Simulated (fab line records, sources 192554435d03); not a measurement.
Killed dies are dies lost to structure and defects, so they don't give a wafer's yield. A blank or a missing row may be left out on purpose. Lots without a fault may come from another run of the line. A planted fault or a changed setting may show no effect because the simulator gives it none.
A struck lot beside a sound one | flow n5_finfet | 14 steps out of a route of 1938
Sound: wafers L232.2, L232.4, L232.5. Struck: wafers L245.1, L245.2, L245.3. The cause comes at the end.
At each step with rows: each side's tool, then ch and its chambers, then its first start. Under that, the readings that differ: sound wafers | struck wafers | difference of the means | sigmas: that difference in standard deviations of wafers without a fault.
alike: readings whose means differ by less than 2 such deviations, and words and numbers that are the same on both sides. not compared: withheld readings, readings that some wafer has no value for, bounds like >300 that may hide the same value, and numbers for which the record gives no deviation and whose values overlap.
The two part at a step that has a row with sigmas, a row that says differs or no value, or rows on one side only. Numbers that don't overlap but have no deviation are shown without sigmas and don't part them. A reading that every wafer of one side lacks parts them only if that side has two wafers or more.

N5_BEOL_M0_SAQP_ETCH_73: etches SiARC in CF4, target depth 19.5 nm, time 32.5 s.
  sound on rie_diel-02 ch 0,2,3, day 7 11:14; struck on rie_diel-01 ch 0,2,3, day 10 14:40
  alike: bias_w, drypump_motor_current_A, etch_rf_on_time_s, oes_product_au, rf_vpp_V, showerhead_plenum_p_Torr, throttle_valve_pct
  not compared: rf_hours_counter_h
N5_BEOL_M0_SAQP_CUT_ETCH_46: etches SOC in N2/H2, target depth 135 nm, overetch 27 nm, time 202.5 s.
  sound on rie_diel-02 ch 0,2,3, day 7 11:16; struck on rie_diel-01 ch 0,2,3, day 10 14:42
  alike: bias_w, drypump_motor_current_A, rf_vpp_V, showerhead_plenum_p_Torr, temp_c, throttle_valve_pct
  not compared: rf_hours_counter_h
then, 2 steps without rows for these wafers: N5_BEOL_M0_SAQP_STRIP_74 (strips in N2/H2); N5_BEOL_M0_SAQP_STRIP_89 (strips in N2/H2).
N5_BEOL_M0_SAQP_ALD_48: deposits SiO2, target thk 20 nm, pulse time 1 s, co reactant pulse time 1 s.
  sound on ald_sin-04 ch 0,1,3, day 7 11:36; struck on ald_sin-03 ch 0,1,3, day 10 14:54
  alike: heater_power_w, precursor_pulse_height_rel
N5_BEOL_M0_SAQP_ETCH_49: etches SiO2 in CF4/O2, target depth 37 nm.
  sound on rie_diel-02 ch 0,1,2, day 7 12:07; struck on rie_diel-02 ch 1,2,3, day 10 15:30
  alike: bias_w, drypump_motor_current_A, oes_product_au, rf_vpp_V, showerhead_plenum_p_Torr, throttle_valve_pct
  not compared: rf_hours_counter_h
N5_BEOL_M0_SAQP_STRIP_75: strips in CF4.
  sound on rie_diel-02 ch 0,1,2, day 7 12:13; struck on rie_diel-02 ch 1,2,3, day 10 15:36
  alike: drypump_motor_current_A, oes_product_au, rf_vpp_V, showerhead_plenum_p_Torr, throttle_valve_pct
  not compared: rf_hours_counter_h
then, 5 steps without rows for these wafers: N5_BEOL_M0_CUTY_COAT_50 (time 60 s, resist thk 15 nm); N5_BEOL_M0_CUTY_COAT_51 (resist thk 150 nm); N5_BEOL_M0_CUTY_EBR_52; N5_BEOL_M0_CUTY_SOFTBAKE_53 (time 60 s); N5_BEOL_M0_CUTY_EXPOSE_54 (exposes mask M0 ABLK).
N5_BEOL_M0_CUTY_PEB_55: peb time 60 s.
  sound on litho_track-03 ch 0, day 7 12:33; struck on litho_track-04, day 10 15:56
  no value came back on the struck wafers for chill_plate_temp_C (C), exhaust_pa (Pa); on the sound wafers chill_plate_temp_C (C) reads 23.01 23.10 23.16
then, 1 step without rows for these wafers: N5_BEOL_M0_CUTY_DEVELOP_56 (develop time 30 s).

WHERE THEY PART
Only at N5_BEOL_M0_CUTY_PEB_55, within this record.

WHY: what the simulator had put in
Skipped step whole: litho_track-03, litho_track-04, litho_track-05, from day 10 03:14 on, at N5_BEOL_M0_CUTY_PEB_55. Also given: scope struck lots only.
